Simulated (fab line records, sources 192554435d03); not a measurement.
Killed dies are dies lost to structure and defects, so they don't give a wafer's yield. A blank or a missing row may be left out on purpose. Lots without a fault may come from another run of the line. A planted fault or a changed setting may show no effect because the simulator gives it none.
Split-lot experiment | flow n5_finfet | 7 lots, 21 wafers read, on a route of 1938 steps

THE SPLIT
At N5_HKMG_FIN_PEB_10 (peb time 60 s), the setting peb_time_s was moved away from the recipe's 60 s on 8 of the 21 wafers read, by -19.1% to +21.2%. The other wafers ran this setting at the recipe's value.

FROM THE SPLIT TO THE READING: what the file shows between them, 1 step
- N5_HKMG_FIN_DEVELOP_11: develop time 30 s

THE READING
cd_nm, in nm, at N5_HKMG_FIN_CD_MEAS_12 (target cd 92.8 nm). Fault-free wafers of this fab line usually give 93.1 nm, standard deviation 0.56 nm.

wafer  | tool, chamber at the split | peb_time_s as run, s | against the recipe | cd_nm, nm | against lot-mates on the recipe
L077.3 | litho_track-05, 0          | 60                   | recipe             | 93.3      | -
L077.4 | litho_track-05, 0          | 50.78                | -15.4%             | 86.0      | -7.3
L077.6 | litho_track-05, 0          | 50.78                | -15.4%             | 86.3      | -7.0
L074.1 | litho_track-02, 0          | 48.55                | -19.1%             | 85.6      | -7.7
L074.3 | litho_track-02, 0          | 48.55                | -19.1%             | 86.0      | -7.3
L074.5 | litho_track-02, 0          | 60                   | recipe             | 93.3      | -
L081.4 | litho_track-02, 0          | 60                   | recipe             | 93.1      | -
L081.5 | litho_track-02, 0          | 49.9                 | -16.8%             | 86.2      | -6.9
L081.6 | litho_track-02, 0          | 49.9                 | -16.8%             | 86.7      | -6.4
L083.2 | litho_track-05, 0          | 67.77                | +12.9%             | 95.8      | +2.8
L083.3 | litho_track-05, 0          | 60                   | recipe             | 93.0      | -
L083.6 | litho_track-05, 0          | 60                   | recipe             | 92.9      | -
L087.1 | litho_track-05, 0          | 60                   | recipe             | 93.8      | -
L087.3 | litho_track-05, 0          | 60                   | recipe             | 93.3      | -
L087.4 | litho_track-05, 0          | 60                   | recipe             | 93.6      | -
L093.2 | litho_track-05, 0          | 60                   | recipe             | 93.1      | -
L093.4 | litho_track-05, 0          | 60                   | recipe             | 94.0      | -
L093.6 | litho_track-05, 0          | 60                   | recipe             | 93.5      | -
L096.3 | litho_track-05, 0          | 60                   | recipe             | 93.1      | -
L096.4 | litho_track-05, 0          | 60                   | recipe             | 93.1      | -
L096.6 | litho_track-05, 0          | 72.69                | +21.2%             | 98.9      | +5.8

THE FIT
A straight line over all 21 wafers: cd_nm changes by +0.359 nm for each +1% of peb_time_s; r = +0.98; the points scatter about the line by 0.82 nm.
The same after taking each lot's own level away (the mean of its wafers on the recipe; 21 wafers): +0.361 nm for each +1%; r = +0.98; scatter 0.72 nm.
On that fit, the largest move of peb_time_s shifts the reading by 7.6 nm.
The lots' own levels span 92.95 to 93.57 nm, that is 1.1 times the standard deviation above.
So the lot-to-lot level changes the slope little: the two slopes agree.
Check: with one of the wafers moved furthest among these (+21.2%) left out of the fit, the line predicts +7.85 nm for it against its lot-mates. It came out at +5.8 nm against them.

OTHER SPLITS ON THESE WAFERS
These wafers also went through other splits before the reading. Each is held against what the fit with the lots' levels taken away leaves over:
other split on the same wafers       | wafers away from the commonest value | r with cd_nm (lot level and that fit taken away)
N5_SD_EPI_N_EPI_21 epi_growth_time_s | 9                                    | +0.01
N5_SDB_EXPOSE_08 dose_mj             | 8                                    | +0.08

THE FILE'S OWN FIT
cd_nm changes by +0.35 nm for each +1% of peb_time_s, r = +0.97.
